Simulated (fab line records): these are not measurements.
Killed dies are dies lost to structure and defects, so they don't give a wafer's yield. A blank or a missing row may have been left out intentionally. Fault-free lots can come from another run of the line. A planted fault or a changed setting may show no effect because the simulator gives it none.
fab line records | flow nand_harc
[record] lots = 6 wafers = 18 last_day = 24
route steps=1159 shown A_ONON_D1@428 END@1159
lots that met no fault: from a run of the same line without faults
start_h: hours from the record's opening day to when the first of the lot's shown wafers began | wait_h: time in hours since the lot's previous step | " identical to the entry in the row above | L1.1+2: a row that stands for several wafers | - no value, or no start was given | * or withheld: withheld | < > ~ a bound
route shown NAME@n: names a module that has steps shown in the file, with the first one's number in the route | usual: average and standard deviation across the fault-free wafers | same: alike in all rows | chamber/n: place in a boat | sites: the reading at each site | _std_site: standard deviation across them | _edge_site: the outer-site mean with the inner-site mean subtracted | radius_mm: how far each site lies from the wafer's centre | mask NAME#n: copy n | behind: tool/chamber where the wafer was last shaped | hold: what put the lot on hold/how long, in hours/how the hold closed | device: the transistor (n, p or np) that didn't switch | end of line: at the end of the route, the tests of the same wafers | a step given without rows: its recipe and nothing more | killed: at the first sort, the dies lost to defects and structure; wafer yield is something else | map: per-die view of a wafer (x killed, . not killed, _ where there is no die)
set.NAME: the run value of the setting; set.NAME@STEP: its run value at that earlier step | model.NAME: the simulator's own value behind a step, which no gauge read
a table for each step, a row for each wafer; lots at some steps of the route
services: when a tool's chamber went out of use (start_h, in hours from the record's first day, below 0 if earlier), for how many hours, and the reason
[[steps]]
[step NHARC_A_ONON_D1_DEP_06]
[recipe] target_thk_a = 10000 n2_flow_sccm = 2750 n2o_flow_sccm = 2000 nh3_flow_sccm = 500 sih4_flow_sccm = 210 temp_c = 400
[step NHARC_A_ONON_D1_THK_MEAS_08]
[recipe] thk_meas_gauge = ellipsometry
[usual] thk_nm = 999/13
// columns lot.wafer tool chamber start_h wait_h thk_nm
L458.1 film_metro-01 - 169.31 - 1004
L458.4 " - " " 1004
L458.5 " - " " 1005
L457.2 film_metro-02 - 169.32 - 982
L457.3 " - " " 984
L457.5 " - " " 982
L472.3 film_metro-01 - 261.88 - 1015
L472.4 " - " " 1016
L472.5 " - " " 1014
L474.1 film_metro-02 - 271.32 - 1004
L474.4 " - " " 1006
L474.5 " - " " 1004
L475.1 film_metro-01 - 271.35 - 994
L475.3 " - " " 995
L475.4 " - " " 993
L477.1 film_metro-02 - 286.21 - 1004
L477.5 " - " " 1005
L477.6 " - " " 1005
[step NHARC_A_ONON_D1_DEP_09]
[recipe] target_thk_a = 10000 n2_flow_sccm = 2750 n2o_flow_sccm = 2000 nh3_flow_sccm = 500 sih4_flow_sccm = 210 temp_c = 400
[step NHARC_A_ONON_D1_THK_MEAS_11]
[recipe] thk_meas_gauge = ellipsometry
[usual] thk_nm = 1000/6.2
// columns lot.wafer tool chamber start_h wait_h thk_nm
L457.2 film_metro-01 - 169.88 - 996
L457.3 " - " " 997
L457.5 " - " " 996
L458.1 film_metro-02 - 169.90 - 996
L458.4 " - " " 996
L458.5 " - " " 995
L472.3 film_metro-02 - 262.77 - 1004
L472.4 " - " " 1005
L472.5 " - " " 1006
L474.1 film_metro-02 - 271.89 - 996
L474.4 " - " " 996
L474.5 " - " " 995
L475.1 film_metro-01 - 271.92 - 999
L475.3 " - " " 999
L475.4 " - " " 1000
L477.1 film_metro-02 - 286.78 - 999
L477.5 " - " " 998
L477.6 " - " " 998
[step NHARC_A_ONON_D1_DEP_12]
[recipe] target_thk_a = 10000 n2_flow_sccm = 2750 n2o_flow_sccm = 2000 nh3_flow_sccm = 500 sih4_flow_sccm = 210 temp_c = 400
[step NHARC_A_ONON_D1_THK_MEAS_14]
[recipe] thk_meas_gauge = ellipsometry
[usual] thk_nm = 1000/9.1
// columns lot.wafer tool chamber start_h wait_h thk_nm
L457.2 film_metro-02 - 170.46 - 1002
L457.3 " - " " 1003
L457.5 " - " " 1001
L458.1 film_metro-01 - 170.46 - 996
L458.4 " - " " 998
L458.5 " - " " 997
L472.3 film_metro-01 - 263.36 - 1008
L472.4 " - " " 1007
L472.5 " - " " 1006
L474.1 film_metro-01 - 272.45 - 985
L474.4 " - " " 985
L474.5 " - " " 985
L475.1 film_metro-02 - 272.80 - 995
L475.3 " - " " 997
L475.4 " - " " 995
L477.1 film_metro-02 - 287.35 - 1000
L477.5 " - " " 999
L477.6 " - " " 999
[step NHARC_A_ONON_D1_ANNEAL_15]
[recipe] temp_c = 750 time_s = 3600
[step NHARC_A_ONON_D1_DEP_16]
[recipe] target_thk_a = 10000 n2_flow_sccm = 2750 n2o_flow_sccm = 2000 nh3_flow_sccm = 500 sih4_flow_sccm = 210 temp_c = 400
[step NHARC_A_ONON_D1_THK_MEAS_18]
[recipe] thk_meas_gauge = ellipsometry
[usual] thk_nm = 1001/8.6
// columns lot.wafer tool chamber start_h wait_h thk_nm
L458.1 film_metro-01 - 178.14 - 980
L458.4 " - " " 983
L458.5 " - " " 982
L457.2 film_metro-02 - 178.31 - 1010
L457.3 " - " " 1009
L457.5 " - " " 1010
L472.3 film_metro-02 - 272.47 - 996
L472.4 " - " " 997
L472.5 " - " " 997
L475.1 film_metro-01 - 280.48 - 1009
L475.3 " - " " 1006
L475.4 " - " " 1008
L474.1 film_metro-02 - 280.48 - 1006
L474.4 " - " " 1008
L474.5 " - " " 1007
L477.1 film_metro-02 - 294.55 - 1001
L477.5 " - " " 999
L477.6 " - " " 1000
[step NHARC_A_ONON_D1_DEP_19]
[recipe] target_thk_a = 10000 n2_flow_sccm = 2750 n2o_flow_sccm = 2000 nh3_flow_sccm = 500 sih4_flow_sccm = 210 temp_c = 400
[step NHARC_A_ONON_D1_THK_MEAS_21]
[recipe] thk_meas_gauge = ellipsometry
[usual] thk_nm = 1001/9
// columns lot.wafer tool chamber start_h wait_h thk_nm
L458.1 film_metro-02 - 178.71 - 997
L458.4 " - " " 996
L458.5 " - " " 995
L457.2 film_metro-01 - 178.88 - 998
L457.3 " - " " 999
L457.5 " - " " 998
L472.3 film_metro-01 - 273.15 - 991
L472.4 " - " " 992
L472.5 " - " " 991
L475.1 film_metro-02 - 281.05 - 1010
L475.3 " - " " 1011
L475.4 " - " " 1010
L474.1 film_metro-01 - 281.05 - 1003
L474.4 " - " " 1003
L474.5 " - " " 1002
L477.1 film_metro-02 - 295.12 - 1014
L477.5 " - " " 1015
L477.6 " - " " 1016
[step NHARC_A_ONON_D1_DEP_22]
[recipe] target_thk_a = 10000 n2_flow_sccm = 2750 n2o_flow_sccm = 2000 nh3_flow_sccm = 500 sih4_flow_sccm = 210 temp_c = 400
// columns lot.wafer tool chamber start_h wait_h
L458.1+4+5 pecvd_onon-03 0 178.77 0.1
L457.2+3+5 pecvd_onon-04 0 179.00 0.1
L472.3+4+5 pecvd_onon-03 0 273.32 0.2
L475.1+3+4 pecvd_onon-02 0 281.10 0.1
L474.1+4+5 pecvd_onon-03 0 281.11 0.1
L477.1+5+6 pecvd_onon-04 0 295.18 0.1
[step NHARC_A_ONON_D1_THK_MEAS_24]
[recipe] thk_meas_gauge = ellipsometry
[usual] thk_nm = 998/7.7
// columns lot.wafer tool chamber start_h wait_h thk_nm
L458.1 film_metro-01 - 179.28 - 998
L458.4 " - " " 997
L458.5 " - " " 998
L457.2 film_metro-02 - 179.45 - 992
L457.3 " - " " 994
L457.5 " - " " 993
L472.3 film_metro-01 - 273.72 - 1288
L472.4 " - " " 997
L472.5 " - " " 1288
L474.1 film_metro-01 - 281.62 - 990
L474.4 " - " " 989
L474.5 " - " " 1279
L475.1 film_metro-02 - 281.62 - 1002
L475.3 " - " " 1003
L475.4 " - " " 1002
L477.1 film_metro-01 - 295.68 - 988
L477.5 " - " " 989
L477.6 " - " " 990
[step NHARC_A_ONON_D1_DEP_25]
[recipe] target_thk_a = 10000 n2_flow_sccm = 2750 n2o_flow_sccm = 2000 nh3_flow_sccm = 500 sih4_flow_sccm = 210 temp_c = 400
[step NHARC_END_SORT_01]
[recipe] temp_c = 25
[usual] killed_at_array = 25/9.5 killed_at_other = 0.8/1.2 killed_at_periphery = 3.4/2.2 killed_dies = 29/10 killed_open = 3.3/1.8 killed_short = 2.1/1.4
[same] gross_dies = 677
// columns lot.wafer tool chamber start_h wait_h killed_at_array killed_at_other killed_at_periphery killed_dies killed_open killed_short
L472.3 prober-02 0 550.85 3.1 673 0 4 677 2 2
L472.5 prober-02 0 552.43 3.7 672 1 4 677 5 1
L474.5 prober-02 0 561.45 3.7 676 0 1 677 4 7
// killed by level:class
L472.3 A_ONON_D1:area_dep=637 A_CHANNEL_HOLE_D1:chamber_film_flake=17 A_SLIT:chamber_film_flake=13 A_CONTACT:chamber_film_flake=3 P_GATE:chamber_film_flake=2 P_CONTACT:geometric_particle:open=1 A_CHANNEL_FILL_D1:geometric_particle:short=1 A_WL_FILL:geometric_particle:short=1
L472.5 A_ONON_D1:area_dep=631 A_CHANNEL_HOLE_D1:chamber_film_flake=22 A_SLIT:chamber_film_flake=8 A_CONTACT:chamber_film_flake=4 P_GATE:chamber_film_flake=2 P_M2:chamber_film_flake=2 A_ONON_D1:geometric_particle:open=1 A_CHANNEL_FILL_D1:geometric_particle:short=1
L474.5 A_ONON_D1:area_dep=645 A_CHANNEL_HOLE_D1:chamber_film_flake=14 A_CONTACT:geometric_particle:open=4 A_CONTACT:chamber_film_flake=3 A_CHANNEL_HOLE_D1:geometric_particle:short=2 A_M1:geometric_particle:short=2 A_STAIRCASE:chamber_film_flake=2 A_WL_FILL:chamber_film_flake=2
// map L472.3 (x killed, . not)
____________x____________
_________xxxxxxx_________
_______xxxxxxxxxxx_______
______xxxxxxxxxxxxx______
_____xxxxxxxxxxxxxxx_____
____xxxxxxxxxxxxxxxxx____
____xxxxxxxxxxxxxxxxx____
___xxxxxxxxxxxxxxxxxxx___
___xxxxxxxxxxxxxxxxxxx___
__xxxxxxxxxxxxxxxxxxxxx__
__xxxxxxxxxxxxxxxxxxxxx__
_xxxxxxxxxxxxxxxxxxxxxxx_
_xxxxxxxxxxxxxxxxxxxxxxx_
_xxxxxxxxxxxxxxxxxxxxxxx_
_xxxxxxxxxxxxxxxxxxxxxxx_
_xxxxxxxxxxxxxxxxxxxxxxx_
xxxxxxxxxxxxxxxxxxxxxxxxx
xxxxxxxxxxxxxxxxxxxxxxxxx
xxxxxxxxxxxxxxxxxxxxxxxxx
xxxxxxxxxxxxxxxxxxxxxxxxx
xxxxxxxxxxxxxxxxxxxxxxxxx
_xxxxxxxxxxxxxxxxxxxxxxx_
_xxxxxxxxxxxxxxxxxxxxxxx_
_xxxxxxxxxxxxxxxxxxxxxxx_
_xxxxxxxxxxxxxxxxxxxxxxx_
_xxxxxxxxxxxxxxxxxxxxxxx_
__xxxxxxxxxxxxxxxxxxxxx__
__xxxxxxxxxxxxxxxxxxxxx__
___xxxxxxxxxxxxxxxxxxx___
___xxxxxxxxxxxxxxxxxxx___
____xxxxxxxxxxxxxxxxx____
____xxxxxxxxxxxxxxxxx____
_____xxxxxxxxxxxxxxx_____
______xxxxxxxxxxxxx______
_______xxxxxxxxxxx_______
_________xxxxxxx_________
____________x____________
// map L474.5 (x killed, . not)
____________x____________
_________xxxxxxx_________
_______xxxxxxxxxxx_______
______xxxxxxxxxxxxx______
_____xxxxxxxxxxxxxxx_____
____xxxxxxxxxxxxxxxxx____
____xxxxxxxxxxxxxxxxx____
___xxxxxxxxxxxxxxxxxxx___
___xxxxxxxxxxxxxxxxxxx___
__xxxxxxxxxxxxxxxxxxxxx__
__xxxxxxxxxxxxxxxxxxxxx__
_xxxxxxxxxxxxxxxxxxxxxxx_
_xxxxxxxxxxxxxxxxxxxxxxx_
_xxxxxxxxxxxxxxxxxxxxxxx_
_xxxxxxxxxxxxxxxxxxxxxxx_
_xxxxxxxxxxxxxxxxxxxxxxx_
xxxxxxxxxxxxxxxxxxxxxxxxx
xxxxxxxxxxxxxxxxxxxxxxxxx
xxxxxxxxxxxxxxxxxxxxxxxxx
xxxxxxxxxxxxxxxxxxxxxxxxx
xxxxxxxxxxxxxxxxxxxxxxxxx
_xxxxxxxxxxxxxxxxxxxxxxx_
_xxxxxxxxxxxxxxxxxxxxxxx_
_xxxxxxxxxxxxxxxxxxxxxxx_
_xxxxxxxxxxxxxxxxxxxxxxx_
_xxxxxxxxxxxxxxxxxxxxxxx_
__xxxxxxxxxxxxxxxxxxxxx__
__xxxxxxxxxxxxxxxxxxxxx__
___xxxxxxxxxxxxxxxxxxx___
___xxxxxxxxxxxxxxxxxxx___
____xxxxxxxxxxxxxxxxx____
____xxxxxxxxxxxxxxxxx____
_____xxxxxxxxxxxxxxx_____
______xxxxxxxxxxxxx______
_______xxxxxxxxxxx_______
_________xxxxxxx_________
____________x____________
[[services]]
// columns tool chamber start_h hours kind
pecvd_onon-04 - 237.00 13.0 pm
pecvd_onon-02 - 292.00 13.0 pm
[[key]]
[first_sign] step = NHARC_A_ONON_D1_THK_MEAS_24 reading = thk_nm direction = up sigmas = 37 usual = 998 struck = 1285
[effect] step = NHARC_END_SORT_01 reading = killed_at_array direction = up sigmas = 68 usual = 25 struck = 674
[more_kills_born_at] NHARC_A_ONON_D1_DEP_22@pecvd_onon-03 = 1913
met_at NHARC_A_ONON_D1_DEP_22
struck_wafers L472.3,L472.5,L474.5
later_rows_left_out L472.3,L472.5,L474.5
tester_left_out L472,L474
onset_between 178.77 273.32
[fault] kind = process_parameter_drift tool = pecvd_onon-03 chamber = - onset_h = 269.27 steps = NHARC_A_ONON_D1_DEP_22 channel = target_thk_a offset = * shape = step end_h = 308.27 scope = struck_wafers_only acts_in = * stated = *
// tester_left_out: of these lots the tester's yield and bins aren't shown, on N5 and GAA mostly nor the transistor test; their killed dies are dies lost to structure and defects alone, not to doping, threshold or leakage, so they don't give the yield
// later_rows_left_out: the simulator's readings of these wafers behind a module that went badly wrong aren't trusted and aren't shown, but for the sort
